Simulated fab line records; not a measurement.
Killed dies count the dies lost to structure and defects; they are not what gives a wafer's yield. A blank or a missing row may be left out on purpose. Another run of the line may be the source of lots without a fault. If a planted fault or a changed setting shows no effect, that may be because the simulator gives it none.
fab line records	flow nand-harc
[record] lots = 6	wafers = 18	last-day = 32
route steps=1302 shown A_ONON_D1@430 END@1302
lots untouched by any fault: they come from a run of this same line in which no faults occurred
start-h: hours from the record's first day to the start of the lot's first wafer shown	wait-h: hours from the lot's prior step to this one	" the same as in the row above	L1.1+2: several wafers, shown together as one row	- no value, or no start was given	* or withheld: withheld	< > ~ a bound
route shown NAME@n: names a module that has steps shown in the file, with the first one's number in the route	usual: the fault-free wafers' mean and standard deviation	same: alike in all rows	chamber/n: place in a boat	sites: per-site readings	_std_site: standard deviation of those values	_edge_site: outer sites' mean less inner sites'	radius-mm: for every site, how far away it sits from the centre of the wafer	mask NAME#n: copy n	behind: the tool/chamber that last shaped the wafer	hold: why the lot was held/for how many hours/how that ended	device: the n, p or np transistor that did not switch	end of line: tests of these same wafers at the route's end	step lacking rows: just its recipe	killed: dies that structure and defects cost at the first sort, which is not the same as the wafer's yield	map: dies across one wafer; x = killed, . = not, _ = none there
set.NAME: setting as actually run; set.NAME@STEP: the setting as run at that earlier step	model.NAME: the simulator's own value behind a step, which no gauge read
lots seen at some steps along the route; tables by step, rows by wafer
services: the hour from which a tool's chamber was out of use, counted from the record's first day as start-h (under 0 if before that day), plus the number of hours and why
[[steps]]
[step NHARC_A_ONON_D1_DEP_09]
[recipe] target-thk-a = 10000	n2-flow-sccm = 2750	n2o-flow-sccm = 2000	nh3-flow-sccm = 500	sih4-flow-sccm = 210	temp-c = 400
[step NHARC_A_ONON_D1_THK_MEAS_11]
[recipe] thk-meas-gauge = ellipsometry
[usual] thk-nm = 999/10
lot.wafer	tool	chamber	start-h	wait-h	thk-nm
L567.2	film-metro-02	-	165.39	-	1010
L567.4	"	-	"	"	1009
L567.6	"	-	"	"	1011
L568.2	film-metro-01	-	165.45	-	999
L568.5	"	-	"	"	999
L568.6	"	-	"	"	1002
L580.1	film-metro-02	-	292.99	-	985
L580.4	"	-	"	"	987
L580.5	"	-	"	"	985
L581.1	film-metro-02	-	309.68	-	993
L581.2	"	-	"	"	994
L581.5	"	-	"	"	993
L582.1	film-metro-01	-	309.69	-	989
L582.2	"	-	"	"	990
L582.6	"	-	"	"	990
L589.2	film-metro-01	-	383.31	-	992
L589.3	"	-	"	"	993
L589.6	"	-	"	"	992
[step NHARC_A_ONON_D1_DEP_12]
[recipe] target-thk-a = 10000	n2-flow-sccm = 2750	n2o-flow-sccm = 2000	nh3-flow-sccm = 500	sih4-flow-sccm = 210	temp-c = 400
[step NHARC_A_ONON_D1_THK_MEAS_14]
[recipe] thk-meas-gauge = ellipsometry
[usual] thk-nm = 998/8.9
lot.wafer	tool	chamber	start-h	wait-h	thk-nm
L567.2	film-metro-01	-	165.96	-	1002
L567.4	"	-	"	"	1003
L567.6	"	-	"	"	1002
L568.2	film-metro-02	-	166.01	-	1015
L568.5	"	-	"	"	1016
L568.6	"	-	"	"	1015
L580.1	film-metro-02	-	293.58	-	1002
L580.4	"	-	"	"	1001
L580.5	"	-	"	"	1001
L581.1	film-metro-02	-	310.24	-	991
L581.2	"	-	"	"	992
L581.5	"	-	"	"	992
L582.1	film-metro-01	-	310.26	-	1001
L582.2	"	-	"	"	1001
L582.6	"	-	"	"	1001
L589.2	film-metro-01	-	383.88	-	996
L589.3	"	-	"	"	996
L589.6	"	-	"	"	996
[step NHARC_A_ONON_D1_ANNEAL_15]
[recipe] temp-c = 750	time-s = 3600
[step NHARC_A_ONON_D1_DEP_16]
[recipe] target-thk-a = 10000	n2-flow-sccm = 2750	n2o-flow-sccm = 2000	nh3-flow-sccm = 500	sih4-flow-sccm = 210	temp-c = 400
[step NHARC_A_ONON_D1_THK_MEAS_18]
[recipe] thk-meas-gauge = ellipsometry
[usual] thk-nm = 1000/9.3
lot.wafer	tool	chamber	start-h	wait-h	thk-nm
L567.2	film-metro-02	-	173.54	-	996
L567.4	"	-	"	"	995
L567.6	"	-	"	"	996
L568.2	film-metro-01	-	173.54	-	995
L568.5	"	-	"	"	994
L568.6	"	-	"	"	994
L580.1	film-metro-01	-	301.40	-	999
L580.4	"	-	"	"	999
L580.5	"	-	"	"	1001
L582.1	film-metro-01	-	318.69	-	1008
L582.2	"	-	"	"	1006
L582.6	"	-	"	"	1006
L581.1	film-metro-02	-	318.70	-	989
L581.2	"	-	"	"	991
L581.5	"	-	"	"	991
L589.2	film-metro-02	-	391.54	-	985
L589.3	"	-	"	"	984
L589.6	"	-	"	"	984
[step NHARC_A_ONON_D1_DEP_19]
[recipe] target-thk-a = 10000	n2-flow-sccm = 2750	n2o-flow-sccm = 2000	nh3-flow-sccm = 500	sih4-flow-sccm = 210	temp-c = 400
[step NHARC_A_ONON_D1_THK_MEAS_21]
[recipe] thk-meas-gauge = ellipsometry
[usual] thk-nm = 996/8.6
lot.wafer	tool	chamber	start-h	wait-h	thk-nm
L567.2	film-metro-01	-	174.10	-	1000
L567.4	"	-	"	"	999
L567.6	"	-	"	"	999
L568.2	film-metro-02	-	174.11	-	995
L568.5	"	-	"	"	996
L568.6	"	-	"	"	995
L580.1	film-metro-01	-	301.97	-	1000
L580.4	"	-	"	"	999
L580.5	"	-	"	"	1001
L582.1	film-metro-02	-	319.25	-	1004
L582.2	"	-	"	"	1004
L582.6	"	-	"	"	1004
L581.1	film-metro-01	-	319.26	-	1004
L581.2	"	-	"	"	1005
L581.5	"	-	"	"	1006
L589.2	film-metro-01	-	392.10	-	1002
L589.3	"	-	"	"	1002
L589.6	"	-	"	"	1003
[step NHARC_A_ONON_D1_DEP_22]
[recipe] target-thk-a = 10000	n2-flow-sccm = 2750	n2o-flow-sccm = 2000	nh3-flow-sccm = 500	sih4-flow-sccm = 210	temp-c = 400
[step NHARC_A_ONON_D1_THK_MEAS_24]
[recipe] thk-meas-gauge = ellipsometry
[usual] thk-nm = 999/8.6
lot.wafer	tool	chamber	start-h	wait-h	thk-nm
L567.2	film-metro-02	-	174.66	-	983
L567.4	"	-	"	"	985
L567.6	"	-	"	"	985
L568.2	film-metro-01	-	174.67	-	1002
L568.5	"	-	"	"	999
L568.6	"	-	"	"	1000
L580.1	film-metro-01	-	302.54	-	992
L580.4	"	-	"	"	990
L580.5	"	-	"	"	993
L582.1	film-metro-02	-	319.83	-	1006
L582.2	"	-	"	"	1006
L582.6	"	-	"	"	1004
L581.1	film-metro-01	-	319.85	-	1004
L581.2	"	-	"	"	1005
L581.5	"	-	"	"	1004
L589.2	film-metro-02	-	392.68	-	996
L589.3	"	-	"	"	998
L589.6	"	-	"	"	997
[step NHARC_A_ONON_D1_DEP_25]
[recipe] target-thk-a = 10000	n2-flow-sccm = 2750	n2o-flow-sccm = 2000	nh3-flow-sccm = 500	sih4-flow-sccm = 210	temp-c = 400
lot.wafer	tool	chamber	start-h	wait-h
L567.2+4+6	pecvd-onon-04	0	174.77	0.1
L568.2+5+6	pecvd-onon-03	0	174.78	0.1
L580.1+4+5	pecvd-onon-03	0	302.59	0.1
L582.1+2+6	pecvd-onon-02	0	319.88	0.1
L581.1+2+5	pecvd-onon-03	0	319.91	0.1
L589.2+3+6	pecvd-onon-04	0	392.81	0.1
[step NHARC_A_ONON_D1_THK_MEAS_27]
[recipe] thk-meas-gauge = ellipsometry
[usual] thk-nm = 999/9.8
lot.wafer	tool	chamber	start-h	wait-h	thk-nm
L567.2	film-metro-02	-	175.22	-	996
L567.4	"	-	"	"	997
L567.6	"	-	"	"	995
L568.2	film-metro-01	-	175.23	-	1000
L568.5	"	-	"	"	1002
L568.6	"	-	"	"	1003
L580.1	film-metro-02	-	303.10	-	927
L580.4	"	-	"	"	925
L580.5	"	-	"	"	926
L582.1	film-metro-01	-	320.39	-	1002
L582.2	"	-	"	"	1004
L582.6	"	-	"	"	1000
L581.1	film-metro-02	-	320.42	-	934
L581.2	"	-	"	"	935
L581.5	"	-	"	"	934
L589.2	film-metro-02	-	393.26	-	1006
L589.3	"	-	"	"	1008
L589.6	"	-	"	"	1006
[step NHARC_A_ONON_D1_DEP_28]
[recipe] target-thk-a = 10000	n2-flow-sccm = 2750	n2o-flow-sccm = 2000	nh3-flow-sccm = 500	sih4-flow-sccm = 210	temp-c = 400
[step NHARC_END_SORT_01]
[recipe] temp-c = 25
[usual] killed-at-array = 56/19	killed-at-other = 1.0/1.3	killed-at-periphery = 3.8/2.2	killed-dies = 61/19	killed-open = 3.1/1.9	killed-short = 2.3/1.5
[same] gross-dies = 677
lot.wafer	tool	chamber	start-h	wait-h	killed-at-array	killed-at-other	killed-at-periphery	killed-dies	killed-open	killed-short
L580.1	prober-02	0	700.63	2.5	665	2	10	677	4	2
L580.4	prober-02	0	703.02	3.4	669	2	6	677	4	1
L580.5	prober-02	0	703.82	3.7	671	3	3	677	4	3
L581.1	prober-01	0	704.31	2.5	674	1	2	677	1	1
L581.2	prober-01	0	705.11	2.8	676	0	1	677	2	1
L581.5	prober-01	0	707.52	3.7	672	3	2	677	2	3
L582.1	prober-02	0	711.66	2.5	52	0	1	53	6	4
L582.2	prober-02	0	712.47	2.8	59	0	4	63	11	5
L582.6	prober-02	0	715.70	4.0	46	0	2	48	4	2
// killed by level:class
L580.1 A_ONON_D1:area-dep=587 A_SLIT:chamber-film-flake=35 A_CHANNEL_HOLE_D1:chamber-film-flake=29 P_M1:chamber-film-flake=7 A_CONTACT:chamber-film-flake=5 A_ONON_D2:geometric-particle:open=2 A_WL_FILL:geometric-particle:short=2 P_STI:chamber-film-flake=2
L580.4 A_ONON_D1:area-dep=592 A_CHANNEL_HOLE_D1:chamber-film-flake=33 A_SLIT:chamber-film-flake=33 A_ONON_D1:geometric-particle:open=2 P_ZERO_WELL:chamber-film-flake=2 A_ZERO_WELL:chamber-film-flake=2 THIN_TSV:chamber-film-flake=2 A_STAIRCASE:chamber-film-flake=2
L580.5 A_ONON_D1:area-dep=600 A_SLIT:chamber-film-flake=30 A_CHANNEL_HOLE_D1:chamber-film-flake=28 A_CONTACT:chamber-film-flake=5 THIN_TSV:chamber-film-flake=3 A_CHANNEL_FILL_D1:geometric-particle:open=2 P_M1:chamber-film-flake=2 P_STI:geometric-particle:open=1
L581.1 A_ONON_D1:area-dep=625 A_CHANNEL_HOLE_D1:chamber-film-flake=31 A_CONTACT:chamber-film-flake=6 A_STAIRCASE:chamber-film-flake=3 P_GATE:chamber-film-flake=2 A_SLIT:chamber-film-flake=2 A_WL_FILL:chamber-film-flake=2 A_BONDPAD:chamber-film-flake=2
L581.2 A_ONON_D1:area-dep=625 A_CHANNEL_HOLE_D1:chamber-film-flake=31 A_SLIT:chamber-film-flake=7 A_CONTACT:chamber-film-flake=4 A_STAIRCASE:chamber-film-flake=3 A_BONDPAD:chamber-film-flake=2 A_SOURCE_PLATE:geometric-particle:short=1 A_DECK1_JOINT:geometric-particle:open=1
L581.5 A_ONON_D1:area-dep=621 A_CHANNEL_HOLE_D1:chamber-film-flake=29 A_CONTACT:chamber-film-flake=9 THIN_TSV:chamber-film-flake=3 A_DECK1_JOINT:geometric-particle:open=2 A_STAIRCASE:chamber-film-flake=2 A_SLIT:chamber-film-flake=2 A_BONDPAD:chamber-film-flake=2
L582.1 A_SLIT:chamber-film-flake=29 A_CHANNEL_HOLE_D1:chamber-film-flake=7 A_ONON_D1:geometric-particle:open=3 A_CONTACT:chamber-film-flake=3 A_STAIRCASE:chamber-film-flake=2 P_CONTACT:geometric-particle:short=1 A_CHANNEL_HOLE_D1:geometric-particle:open=1 A_CHANNEL_FILL_D1:geometric-particle:open=1
L582.2 A_SLIT:chamber-film-flake=31 A_CHANNEL_HOLE_D1:chamber-film-flake=9 P_M0:geometric-particle:open=3 A_STAIRCASE:chamber-film-flake=3 A_CONTACT:chamber-film-flake=3 A_CHANNEL_FILL_D1:geometric-particle:short=2 A_CHANNEL_FILL_D1:geometric-particle:open=2 A_DECK1_JOINT:geometric-particle:open=2
L582.6 A_SLIT:chamber-film-flake=29 A_CHANNEL_HOLE_D1:chamber-film-flake=6 A_CONTACT:chamber-film-flake=5 A_STAIRCASE:chamber-film-flake=2 P_M0:geometric-particle:short=1 P_M0:geometric-particle:open=1 A_CHANNEL_FILL_D2:geometric-particle:open=1 A_CONTACT:geometric-particle:open=1
// map L580.1 (x killed, . not)
____________x____________
_________xxxxxxx_________
_______xxxxxxxxxxx_______
______xxxxxxxxxxxxx______
_____xxxxxxxxxxxxxxx_____
____xxxxxxxxxxxxxxxxx____
____xxxxxxxxxxxxxxxxx____
___xxxxxxxxxxxxxxxxxxx___
___xxxxxxxxxxxxxxxxxxx___
__xxxxxxxxxxxxxxxxxxxxx__
__xxxxxxxxxxxxxxxxxxxxx__
_xxxxxxxxxxxxxxxxxxxxxxx_
_xxxxxxxxxxxxxxxxxxxxxxx_
_xxxxxxxxxxxxxxxxxxxxxxx_
_xxxxxxxxxxxxxxxxxxxxxxx_
_xxxxxxxxxxxxxxxxxxxxxxx_
xxxxxxxxxxxxxxxxxxxxxxxxx
xxxxxxxxxxxxxxxxxxxxxxxxx
xxxxxxxxxxxxxxxxxxxxxxxxx
xxxxxxxxxxxxxxxxxxxxxxxxx
xxxxxxxxxxxxxxxxxxxxxxxxx
_xxxxxxxxxxxxxxxxxxxxxxx_
_xxxxxxxxxxxxxxxxxxxxxxx_
_xxxxxxxxxxxxxxxxxxxxxxx_
_xxxxxxxxxxxxxxxxxxxxxxx_
_xxxxxxxxxxxxxxxxxxxxxxx_
__xxxxxxxxxxxxxxxxxxxxx__
__xxxxxxxxxxxxxxxxxxxxx__
___xxxxxxxxxxxxxxxxxxx___
___xxxxxxxxxxxxxxxxxxx___
____xxxxxxxxxxxxxxxxx____
____xxxxxxxxxxxxxxxxx____
_____xxxxxxxxxxxxxxx_____
______xxxxxxxxxxxxx______
_______xxxxxxxxxxx_______
_________xxxxxxx_________
____________x____________
// map L581.1 (x killed, . not)
____________x____________
_________xxxxxxx_________
_______xxxxxxxxxxx_______
______xxxxxxxxxxxxx______
_____xxxxxxxxxxxxxxx_____
____xxxxxxxxxxxxxxxxx____
____xxxxxxxxxxxxxxxxx____
___xxxxxxxxxxxxxxxxxxx___
___xxxxxxxxxxxxxxxxxxx___
__xxxxxxxxxxxxxxxxxxxxx__
__xxxxxxxxxxxxxxxxxxxxx__
_xxxxxxxxxxxxxxxxxxxxxxx_
_xxxxxxxxxxxxxxxxxxxxxxx_
_xxxxxxxxxxxxxxxxxxxxxxx_
_xxxxxxxxxxxxxxxxxxxxxxx_
_xxxxxxxxxxxxxxxxxxxxxxx_
xxxxxxxxxxxxxxxxxxxxxxxxx
xxxxxxxxxxxxxxxxxxxxxxxxx
xxxxxxxxxxxxxxxxxxxxxxxxx
xxxxxxxxxxxxxxxxxxxxxxxxx
xxxxxxxxxxxxxxxxxxxxxxxxx
_xxxxxxxxxxxxxxxxxxxxxxx_
_xxxxxxxxxxxxxxxxxxxxxxx_
_xxxxxxxxxxxxxxxxxxxxxxx_
_xxxxxxxxxxxxxxxxxxxxxxx_
_xxxxxxxxxxxxxxxxxxxxxxx_
__xxxxxxxxxxxxxxxxxxxxx__
__xxxxxxxxxxxxxxxxxxxxx__
___xxxxxxxxxxxxxxxxxxx___
___xxxxxxxxxxxxxxxxxxx___
____xxxxxxxxxxxxxxxxx____
____xxxxxxxxxxxxxxxxx____
_____xxxxxxxxxxxxxxx_____
______xxxxxxxxxxxxx______
_______xxxxxxxxxxx_______
_________xxxxxxx_________
____________x____________
[[services]]
tool	chamber	start-h	hours	kind
pecvd-onon-02	-	185.09	13.0	pm
pecvd-onon-03	-	227.00	13.0	pm
pecvd-onon-04	-	311.46	13.0	pm
pecvd-onon-02	-	366.09	13.0	pm
[[key]]
[first-sign] step = NHARC_A_ONON_D1_THK_MEAS_27	reading = thk-nm	direction = down	sigmas = 7.1	usual = 999	struck = 930
[effect] step = NHARC_END_SORT_01	reading = killed-at-array	direction = up	sigmas = 33	usual = 56	struck = 671
[more-kills-born-at] NHARC_A_ONON_D1_DEP_25@pecvd-onon-03 = 3650
met-at NHARC_A_ONON_D1_DEP_25
struck-wafers L580.1,L580.4,L580.5,L581.1,L581.2,L581.5
later-rows-left-out L580.1,L580.4,L580.5,L581.1,L581.2,L581.5
tester-left-out L580,L581
onset-between 174.78 302.59
[fault] kind = process-parameter-drift	tool = pecvd-onon-03	chamber = -	onset-h = 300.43	steps = NHARC_A_ONON_D1_DEP_25	channel = target-thk-a	offset = *	shape = step	end-h = 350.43	acts-in = *	stated = *
// tester-left-out: of these lots the tester's yield and bins aren't shown, on N5 and GAA mostly nor the transistor test; their killed dies are dies lost to structure and defects alone, not to doping, threshold or leakage, so they don't give the yield
// later-rows-left-out: the simulator's readings of these wafers behind a module that went badly wrong aren't trusted and aren't shown, but for the sort
